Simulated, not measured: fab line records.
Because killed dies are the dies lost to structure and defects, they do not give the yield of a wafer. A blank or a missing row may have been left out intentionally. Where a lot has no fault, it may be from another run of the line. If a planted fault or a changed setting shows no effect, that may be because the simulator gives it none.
fab line records	flow n5Finfet
[record] lots = 10	wafers = 30	lastDay = 17
route steps=1938 shown SDB@368 MIM_BOT_LITHO@1865 TV_OPEN@1889 PASSIVATION@1925
lots untouched by any fault: they come from a run of this same line in which no faults occurred
startH: hours from the record's opening day to when the first of the lot's shown wafers began	waitH: hours since the lot's step before	" same as the row above	L1.1+2: one row covering several wafers at once	- no value present, or no start provided	* or withheld: withheld	< > ~ a bound
route shown NAME@n: a module of which the file shows steps, and the number in the route of the first	usual: the fault-free wafers' mean and standard deviation	same: alike in all rows	chamber/n: place in a boat	sites: readings site by site	_std_site: their standard deviation	_edge_site: inner sites' mean taken away from outer sites' mean	radiusMm: how far each site lies from the wafer's centre	mask NAME#n: copy n	behind: the last tool/chamber to shape the wafer	hold: cause of the lot's hold/its duration in hours/its outcome	device: the n, p or np transistor that did not switch	end of line: tests run on the same wafers once the route is complete	where a step has no rows: the recipe by itself	killed: not the wafer's yield, but the dies lost to structure and defects at the first sort	map: a wafer's dies, x killed, . not, _ none there
set.NAME: the setting that was run; set.NAME@STEP: the one run at that earlier step	model.NAME: the simulator's own value behind a step, which no gauge read
a sample of lots followed through the steps of the route, with each step as a table and each wafer as a row
services: the hour from which a tool's chamber was out of use, counted from the record's first day as startH (under 0 if before that day), plus the number of hours and why
[[steps]]
[step N5_SDB_ETCH_25]
[recipe] chemistry = C4F6/O2	target = SiO2	targetDepthA = 100	timeS = 3.3	ionEnergyEv = 250	maskMaterial = SiNx	pressureMtorr = 30	sourceW = 345	biasW = 185	Ar_flow_sccm = 300	C4F6_flow_sccm = 10	O2_flow_sccm = 10
[usual] C4F6_flow_sccm = 9.997/0.029	O2_flow_sccm = 10.00/0.032	drypumpMotorCurrentA = 5.61/0.29	mfcArSccm = 299.9/0.99	oesProductAu = 0.80/0.093	rfVppV = 662/20	showerheadPlenumPTorr = 2.81/0.081	throttleValvePct = 21.13/0.24
lot.wafer	tool	chamber	startH	waitH	C4F6_flow_sccm	O2_flow_sccm	drypumpMotorCurrentA	mfcArSccm	oesProductAu	rfHoursCounterH	rfVppV	showerheadPlenumPTorr	throttleValvePct
L433.1	rieDiel-06	2	77.09	0.4	9.979	10.00	5.52	300.7	0.90	38	650	2.90	21.10
L433.2	"	0	"	"	9.967	10.03	6.02	298.7	0.93	6	668	2.76	20.70
L433.3	"	3	"	"	10.044	9.93	5.94	299.1	0.72	181	638	2.71	21.26
L434.2	rieDiel-02	1	79.19	0.0	9.992	9.97	5.22	300.3	0.79	94	690	2.79	21.77
L434.3	"	2	"	"	9.944	9.90	5.72	300.7	0.74	174	653	2.80	21.18
L434.6	"	0	"	"	10.009	10.07	5.69	299.1	0.74	-	626	2.71	21.21
L436.1	rieDiel-02	2	90.01	0.0	10.045	10.00	5.70	299.6	0.73	178	653	2.80	21.20
L436.5	"	3	"	"	9.987	10.04	5.76	300.2	0.69	-	680	2.81	21.43
L436.6	"	0	"	"	10.025	10.02	5.70	300.2	0.73	-	627	2.71	21.21
L437.3	rieDiel-02	2	97.79	0.0	10.010	10.02	5.69	300.6	0.74	180	651	2.80	21.20
L437.4	"	3	"	"	9.988	10.00	5.76	301.6	0.70	241	680	2.80	21.42
L437.5	"	3	"	"	10.017	10.01	5.76	300.9	0.69	-	679	2.80	21.39
L439.2	rieDiel-03	0	107.78	0.0	9.989	9.99	5.06	299.6	0.71	212	676	2.94	21.09
L439.3	"	3	"	"	10.020	9.97	5.86	299.0	0.75	139	651	2.83	20.97
L439.4	"	2	"	"	10.018	10.05	5.69	298.1	0.93	20	692	2.91	20.96
L441.1	rieDiel-06	0	121.71	0.0	9.979	10.00	6.10	301.9	0.90	17	665	2.76	20.71
L441.4	"	3	"	"	9.970	9.99	5.93	299.4	0.70	200	639	2.70	21.30
L441.5	"	3	"	"	10.007	9.96	5.92	299.8	0.70	-	637	2.70	21.28
L444.1	rieDiel-02	1	141.61	0.0	9.976	9.98	5.20	299.4	0.77	116	690	2.78	21.83
L444.3	"	2	"	"	9.953	9.95	5.69	301.1	0.72	199	651	2.79	21.23
L444.4	"	0	"	"	10.043	9.96	5.72	299.1	0.72	-	627	2.70	21.26
L446.1	rieDiel-02	1	151.41	0.0	10.007	9.94	5.23	299.8	0.77	121	690	2.78	21.82
L446.4	"	3	"	"	9.973	9.96	5.75	300.5	1.00	2	680	2.80	21.06
L446.5	"	3	"	"	9.975	9.96	5.74	301.1	0.99	-	680	2.80	21.08
L448.2	rieDiel-02	1	161.45	0.0	9.960	9.96	5.24	300.8	0.77	126	690	2.78	21.84
L448.3	"	2	"	"	9.982	10.05	5.72	299.9	0.71	209	650	2.79	21.22
L448.5	"	0	"	"	9.967	9.99	5.68	299.2	0.72	-	627	2.69	21.29
L455.2	rieDiel-06	2	205.00	0.3	10.014	9.99	5.56	299.4	0.85	82	648	2.88	21.17
L455.5	"	0	"	"	10.005	10.03	6.01	299.3	0.85	-	666	2.74	20.76
L455.6	"	1	"	"	10.027	10.02	5.41	300.4	0.89	-	662	2.90	21.10
[step N5_MIM_BOT_LITHO_DESCUM_10]
[recipe] chemistry = O2	timeS = 7.9	sourcePowerW = 50	biasPowerW = 20	pressureMtorr = 20	rfFrequencyHz = 2.712e+07	tempC = 40	o2FlowSccm = 225
[usual] drypumpMotorCurrentA = 5.58/0.29	oesProductAu = 0.81/0.075	rfVppV = 243.1/1.3	showerheadPlenumPTorr = 2.08/0.07	tempC = 40.00/0.11	throttleValvePct = 20.35/0.27
lot.wafer	tool	chamber	startH	waitH	drypumpMotorCurrentA	oesProductAu	rfHoursCounterH	rfVppV	showerheadPlenumPTorr	tempC	throttleValvePct
L433.1	rieDiel-03	3	265.98	0.9	5.91	0.72	200	243.4	2.03	40.07	20.13
L433.2	"	2	"	"	5.71	0.85	78	242.0	2.11	39.87	20.22
L433.3	"	0	"	"	5.08	0.93	12	244.5	2.15	40.06	19.97
L434.2	rieDiel-03	0	267.54	0.0	5.08	0.92	12	243.1	2.15	39.92	19.96
L434.3	"	1	"	"	5.22	0.77	151	242.7	2.03	39.86	20.56
L434.6	"	1	"	"	5.21	0.77	-	243.3	2.03	40.06	20.55
L436.1	rieDiel-02	2	276.42	0.0	5.66	0.69	250	242.4	2.04	39.81	20.64
L436.5	"	3	"	"	5.70	0.87	-	243.4	2.04	40.06	20.40
L436.6	"	0	"	"	5.67	0.68	-	242.1	1.95	40.01	20.52
L437.3	rieDiel-03	2	281.83	0.1	5.70	0.85	83	243.3	2.10	40.03	20.23
L437.4	"	1	"	"	5.21	0.76	155	241.5	2.03	40.08	20.56
L437.5	"	1	"	"	5.23	0.76	-	242.0	2.03	39.95	20.55
L439.2	rieDiel-06	2	296.13	0.0	5.52	0.81	110	244.0	2.10	39.96	20.36
L439.3	"	0	"	"	6.04	0.80	76	242.8	2.02	40.02	20.23
L439.4	"	2	"	"	5.53	0.81	-	243.0	2.10	39.98	20.39
L441.1	rieDiel-02	3	319.89	0.2	5.73	0.83	67	244.3	2.04	40.08	20.43
L441.4	"	3	"	"	5.76	0.83	-	242.5	2.04	40.16	20.47
L441.5	"	1	"	"	5.23	0.72	-	242.1	1.99	39.82	20.97
L444.1	rieDiel-06	0	337.28	0.1	6.03	0.78	94	241.3	2.02	39.97	20.25
L444.3	"	3	"	"	5.92	0.89	10	245.5	2.23	39.79	20.27
L444.4	"	2	"	"	5.55	0.79	128	244.3	2.09	40.20	20.39
L446.1	rieDiel-03	2	343.97	0.0	5.71	0.83	100	245.2	2.10	40.15	20.26
L446.4	"	0	"	"	5.11	0.87	38	242.8	2.14	39.98	20.01
L446.5	"	3	"	"	5.88	0.70	-	242.6	2.03	39.86	20.17
L448.2	rieDiel-06	3	354.54	0.0	5.93	0.90	17	246.5	2.23	39.96	20.29
L448.3	"	1	"	"	5.41	0.81	99	243.9	2.11	40.14	20.42
L448.5	"	3	"	"	5.93	0.90	-	245.6	2.23	40.00	20.28
L455.2	rieDiel-06	3	397.59	0.0	5.92	0.86	32	244.5	2.23	39.72	20.28
L455.5	"	3	"	"	5.92	0.86	-	243.6	2.23	39.98	20.30
L455.6	"	0	"	"	6.01	0.77	-	241.8	2.01	40.04	20.29
[step N5_PASSIVATION_STRIP_14]
[recipe] chemistry = O2	powerW = 600	tempC = 60	pressureMtorr = 30	rfFrequencyHz = 6e+07	biasPowerW = 0	overashFraction = 0.5	o2FlowSccm = 225
[usual] drypumpMotorCurrentA = 5.7/0.38	oesProductAu = 0.80/0.065	rfVppV = 3.8/0.85	showerheadPlenumPTorr = 2.12/0.047	tempC = 59.97/0.13	throttleValvePct = 16.57/0.23
lot.wafer	tool	chamber	startH	waitH	drypumpMotorCurrentA	oesProductAu	rfHoursCounterH	rfVppV	showerheadPlenumPTorr	tempC	throttleValvePct
L433.1	rieDiel-01	2	269.77	0.1	5.8	0.86	62	5.7	2.07	59.76	16.93
L433.2	"	1	"	"	5.7	0.83	85	2.1	2.22	59.91	16.72
L433.3	"	0	"	"	5.6	0.95	6	4.4	2.05	60.09	16.34
L434.2	rieDiel-04	2	270.86	0.1	6.0	0.90	28	3.8	2.14	60.04	16.71
L434.3	"	0	"	"	5.4	0.71	202	4.5	2.14	59.82	16.66
L434.6	"	3	"	"	6.1	0.78	-	4.1	2.12	59.85	16.41
L436.1	rieDiel-04	2	279.65	0.1	6.0	0.91	32	3.0	2.14	59.76	16.74
L436.5	"	1	"	"	4.9	0.73	-	3.2	2.15	59.87	16.41
L436.6	"	2	"	"	6.0	0.91	-	3.1	2.14	59.97	16.74
L437.3	rieDiel-04	1	283.83	0.1	4.9	0.72	201	3.4	2.15	60.13	16.48
L437.4	"	0	"	"	5.4	0.72	208	3.1	2.14	60.16	16.65
L437.5	"	1	"	"	5.0	0.73	-	1.9	2.15	60.19	16.44
L439.2	rieDiel-04	0	298.75	0.1	5.4	0.72	212	4.0	2.14	60.02	16.63
L439.3	"	1	"	"	4.9	0.72	205	2.9	2.14	59.99	16.43
L439.4	"	2	"	"	6.0	0.90	38	3.3	2.14	60.06	16.76
L441.1	rieDiel-04	0	324.67	0.1	5.4	0.72	219	3.8	2.14	59.99	16.66
L441.4	"	3	"	"	6.1	0.78	157	2.4	2.12	60.08	16.45
L441.5	"	2	"	"	6.0	0.87	-	2.9	2.14	59.94	16.76
L444.1	rieDiel-05	2	339.78	0.1	5.6	0.85	70	4.5	2.11	59.90	16.39
L444.3	"	3	"	"	5.8	0.81	49	3.8	2.12	60.26	16.03
L444.4	"	0	"	"	5.0	0.98	0	2.9	2.16	59.99	16.24
L446.1	rieDiel-04	1	346.97	0.1	4.9	0.71	220	3.7	2.14	59.93	16.45
L446.4	"	2	"	"	6.0	0.86	53	3.2	2.13	59.84	16.79
L446.5	"	2	"	"	6.0	0.86	-	3.2	2.13	60.03	16.77
L448.2	rieDiel-01	0	356.27	0.1	5.6	0.86	36	5.3	2.04	59.81	16.41
L448.3	"	3	"	"	6.2	0.84	55	4.0	2.05	59.82	16.35
L448.5	"	3	"	"	6.2	0.84	-	4.5	2.04	59.97	16.35
L455.2	rieDiel-01	1	400.12	0.1	5.7	0.78	129	4.6	2.20	59.81	16.79
L455.5	"	0	"	"	5.6	0.82	-	3.1	2.04	59.96	16.42
L455.6	"	3	"	"	6.2	0.80	-	4.1	2.04	59.83	16.37
[step N5_PASSIVATION_CD_MEAS_44]
[recipe] targetCdNm = 40000	landingEnergyEv = 500	detector = seInlens
[usual] cdNm = 39999/6.4
lot.wafer	tool	chamber	startH	waitH	cdNm
L433.1	cdSem-03	0	272.89	-	40010
L433.2	"	0	"	"	40005
L433.3	"	0	"	"	40008
L434.2	cdSem-02	0	274.24	-	40005
L434.3	"	0	"	"	40003
L434.6	"	0	"	"	40000
L436.1	cdSem-03	0	282.85	-	39998
L436.5	"	0	"	"	40000
L436.6	"	0	"	"	39995
L437.3	cdSem-01	0	287.21	-	39996
L437.4	"	0	"	"	40000
L437.5	"	0	"	"	39997
L439.2	cdSem-03	0	302.06	-	40000
L439.3	"	0	"	"	40011
L439.4	"	0	"	"	40007
L441.1	cdSem-02	0	328.63	-	39996
L441.4	"	0	"	"	39996
L441.5	"	0	"	"	40004
L444.1	cdSem-03	0	343.47	-	40005
L444.3	"	0	"	"	40001
L444.4	"	0	"	"	40014
L446.1	cdSem-01	0	351.15	-	39987
L446.4	"	0	"	"	39992
L446.5	"	0	"	"	39992
L448.2	cdSem-02	0	359.33	-	40003
L448.3	"	0	"	"	40004
L448.5	"	0	"	"	39996
L455.2	cdSem-03	0	403.58	-	40003
L455.5	"	0	"	"	40001
L455.6	"	0	"	"	40001
[step N5_PASSIVATION_PROBE_49]
[usual] killed_at_M0_to_M3 = 34/8.9	killed_at_M4_up = 13/4.6	killedAtContacts = 12/5.5	killedAtFrontEnd = 41/11	killedAtOther = 3.1/2.9	killedDies = 102/16	killedOnRim = 13/4.2	killedOpen = 66/11	killedShort = 34/7.6
[same] grossDies = 1180	killedAtBackSide = 0
lot.wafer	tool	chamber	startH	waitH	killed_at_M0_to_M3	killed_at_M4_up	killedAtContacts	killedAtFrontEnd	killedAtOther	killedDies	killedOnRim	killedOpen	killedShort
L437.3	prober-02	-	290.44	0.1	45	10	16	37	1	109	17	68	41
L437.4	prober-02	-	290.49	0.2	35	9	19	32	1	96	9	65	29
L437.5	prober-02	-	290.54	0.2	31	14	7	29	3	84	8	53	31
L439.2	prober-01	-	305.85	0.1	32	11	10	67	7	127	14	75	42
L439.3	prober-01	-	305.90	0.1	35	9	16	52	5	117	10	70	47
L439.4	prober-01	-	305.95	0.2	28	13	18	53	0	112	15	73	38
L441.1	prober-02	-	332.69	0.0	39	13	21	46	2	121	15	78	36
L441.4	prober-02	-	332.84	0.2	37	16	15	53	3	124	16	94	27
L441.5	prober-02	-	332.89	0.2	19	13	10	37	5	84	15	62	21
L444.1	prober-01	-	346.62	0.0	41	20	19	34	4	118	22	82	36
L444.3	prober-01	-	346.72	0.1	31	16	10	47	2	106	21	64	35
L444.4	prober-01	-	346.77	0.2	27	13	13	47	4	104	14	64	40
L448.2	prober-02	-	362.51	0.1	28	14	13	109	2	166	34	53	23
L448.3	prober-02	-	362.56	0.1	32	14	7	21	3	77	13	46	29
L448.5	prober-02	-	362.66	0.2	34	24	7	34	2	101	18	70	26
// killed by level:class
L437.3 BEOL_M1:geometricParticle:open=16 MOL_CONTACT_COAG:geometricParticle:open=13 GATE_CUT:geometricParticle:short=8 STI_FIN_REVEAL:geometricParticle:open=7 BEOL_M3:geometricParticle:open=7 FIN_SAQP:geometricParticle:open=5 FIN_SAQP:geometricParticle:short=5 BEOL_M0_SAQP:geometricParticle:short=5
L437.4 MOL_CONTACT_COAG:geometricParticle:open=16 BEOL_M3:geometricParticle:open=11 BEOL_M1:geometricParticle:open=11 BEOL_M3:geometricParticle:short=7 FIN_SAQP:geometricParticle:open=5 DUMMY_GATE:geometricParticle:open=5 STARTING-WAFER:geometricParticle:short=5 FIN_SAQP:geometricParticle:short=4
L437.5 FIN_SAQP:geometricParticle:open=6 BEOL_M2:geometricParticle:open=6 STI_FIN_REVEAL:geometricParticle:open=5 DUMMY_GATE:geometricParticle:open=5 BEOL_M0_SAQP:geometricParticle:short=5 BEOL_M1:geometricParticle:open=5 MOL_CONTACT_COAG:geometricParticle:open=4 BEOL_M3:geometricParticle:short=4
L439.2 STI_FIN_REVEAL:geometricParticle:open=15 DUMMY_GATE:geometricParticle:open=9 HKMG_FIN:areaEtch=9 MOL_CONTACT_COAG:geometricParticle:open=8 FIN_SAQP:geometricParticle:short=7 BEOL_M0_SAQP:geometricParticle:short=7 BEOL_M1:geometricParticle:open=7 FIN_SAQP:geometricParticle:open=6
L439.3 STI_FIN_REVEAL:geometricParticle:open=22 BEOL_M0_SAQP:geometricParticle:short=16 BEOL_M0_SAQP:geometricParticle:open=13 MOL_CONTACT_COAG:geometricParticle:open=12 STI_FIN_REVEAL:geometricParticle:short=5 FIN_SAQP:geometricParticle:short=4 FIN_SAQP:geometricParticle:open=4 DUMMY_GATE:geometricParticle:open=4
L439.4 FIN_SAQP:geometricParticle:short=17 MOL_CONTACT_COAG:geometricParticle:open=16 FIN_SAQP:geometricParticle:open=14 BEOL_M0_SAQP:geometricParticle:short=9 STI_FIN_REVEAL:geometricParticle:open=6 BEOL_M2:geometricParticle:open=6 BEOL_M4:geometricParticle:open=6 BEOL_M0_SAQP:geometricParticle:open=4
L441.1 MOL_CONTACT_COAG:geometricParticle:open=19 FIN_SAQP:geometricParticle:open=11 BEOL_M0_SAQP:geometricParticle:short=11 BEOL_M3:geometricParticle:open=10 BEOL_M4:geometricParticle:open=8 FIN_SAQP:geometricParticle:short=7 HKMG_FIN:areaEtch=7 STI_FIN_REVEAL:geometricParticle:open=6
L441.4 STI_FIN_REVEAL:geometricParticle:open=19 BEOL_M3:geometricParticle:open=16 FIN_SAQP:geometricParticle:open=15 MOL_CONTACT_COAG:geometricParticle:open=12 FIN_SAQP:geometricParticle:short=6 BEOL_M0_SAQP:geometricParticle:open=6 BEOL_M2:geometricParticle:open=5 BEOL_M5:geometricParticle:open=4
L441.5 FIN_SAQP:geometricParticle:short=10 MOL_CONTACT_COAG:geometricParticle:open=10 FIN_SAQP:geometricParticle:open=8 BEOL_M3:geometricParticle:open=7 STI_FIN_REVEAL:geometricParticle:open=5 DUMMY_GATE:geometricParticle:open=5 BEOL_M0_SAQP:geometricParticle:open=4 BEOL_M4:geometricParticle:open=4
L444.1 BEOL_M0_SAQP:geometricParticle:open=15 MOL_CONTACT_COAG:geometricParticle:open=11 BEOL_M4:geometricParticle:open=10 FIN_SAQP:geometricParticle:open=8 MOL_CONTACT_COAG:geometricParticle:short=8 BEOL_M3:geometricParticle:open=7 BEOL_M0_SAQP:geometricParticle:short=6 FIN_SAQP:geometricParticle:short=5
L444.3 FIN_SAQP:geometricParticle:open=11 STI_FIN_REVEAL:geometricParticle:open=11 BEOL_M0_SAQP:geometricParticle:short=11 MOL_CONTACT_COAG:geometricParticle:open=8 BEOL_M0_SAQP:geometricParticle:open=7 HKMG_FIN:areaEtch=7 BEOL_M4:geometricParticle:open=6 STARTING-WAFER:geometricParticle:short=6
L444.4 FIN_SAQP:geometricParticle:short=17 FIN_SAQP:geometricParticle:open=15 MOL_CONTACT_COAG:geometricParticle:open=12 BEOL_M0_SAQP:geometricParticle:open=8 BEOL_M0:geometricParticle:open=7 STI_FIN_REVEAL:geometricParticle:open=6 BEOL_M0_SAQP:geometricParticle:short=5 BEOL_M4:geometricParticle:short=4
L448.2 SDB:unspecified=83 MOL_CONTACT_COAG:geometricParticle:open=10 BEOL_M0_SAQP:geometricParticle:open=9 BEOL_M0_SAQP:geometricParticle:short=6 BEOL_M4:geometricParticle:open=6 HKMG_FIN:areaEtch=6 BEOL_M1:geometricParticle:open=5 BEOL_M3:geometricParticle:open=4
L448.3 BEOL_M0_SAQP:geometricParticle:open=9 MOL_CONTACT_COAG:geometricParticle:open=7 BEOL_M0_SAQP:geometricParticle:short=7 BEOL_M4:geometricParticle:open=7 FIN_SAQP:geometricParticle:open=4 BEOL_M3:geometricParticle:open=4 FIN_SAQP:geometricParticle:short=3 BEOL_M1:geometricParticle:open=3
L448.5 BEOL_M4:geometricParticle:open=15 BEOL_M1:geometricParticle:open=11 STI_FIN_REVEAL:geometricParticle:open=7 FIN_SAQP:geometricParticle:open=6 MOL_CONTACT_COAG:geometricParticle:open=6 BEOL_M0_SAQP:geometricParticle:short=6 BEOL_M3:geometricParticle:open=5 GATE_CUT:geometricParticle:short=5
[[services]]
tool	chamber	startH	hours	kind
rieDiel-03	-	61.54	5.7	repair
rieDiel-02	0	68.45	6.2	repair
rieDiel-02	-	91.15	2.8	pm
rieDiel-06	0	91.22	16.7	repair
rieDiel-02	1	112.26	2.7	repair
rieDiel-04	0	135.51	2.6	repair
rieDiel-04	2	137.67	9.0	repair
rieDiel-06	3	143.16	8.3	repair
rieDiel-04	-	156.29	1.1	repair
rieDiel-04	1	173.36	6.0	repair
rieDiel-06	-	174.34	14.6	pm
rieDiel-02	-	198.01	0.6	repair
rieDiel-02	1	204.08	6.8	repair
rieDiel-04	3	204.29	12.3	repair
rieDiel-02	-	223.96	2.3	repair
rieDiel-06	2	235.93	8.0	repair
rieDiel-02	0	246.25	4.4	repair
rieDiel-06	3	253.06	2.6	repair
rieDiel-06	3	322.17	1.7	repair
rieDiel-04	2	368.45	6.1	repair
rieDiel-04	-	382.40	5.6	repair
rieDiel-02	0	382.58	4.9	repair
rieDiel-02	3	385.28	2.2	repair
rieDiel-04	1	397.88	1.6	repair
[[key]]
[firstSign] step = N5_PASSIVATION_PROBE_49	reading = killedAtFrontEnd	direction = up	sigmas = 5.9	usual = 41	struck = 109
[effect] step = N5_PASSIVATION_PROBE_49	reading = killedDies	direction = up	sigmas = 4	usual = 102	struck = 166
[moreKillsBornAt] N5_SDB_ETCH_25@rieDiel-02 = 83
metAt N5_SDB_ETCH_25
struckLots L448
struckWafers L448.2
testerLeftOut L448
notActingAt N5_MIM_BOT_LITHO_DESCUM_10,N5_PASSIVATION_STRIP_14,N5_PASSIVATION_CD_MEAS_44
onsetBetween 151.41 161.45
[fault] kind = chamberParticleSource	tool = rieDiel-02	chamber = 1	onsetH = 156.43	steps = N5_SDB_ETCH_25	ratePerVisitCm2 = 0.66384	endH = 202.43
// testerLeftOut: of these lots the tester's yield and bins aren't shown, on N5 and GAA mostly nor the transistor test; their killed dies are dies lost to structure and defects alone, not to doping, threshold or leakage, so they don't give the yield
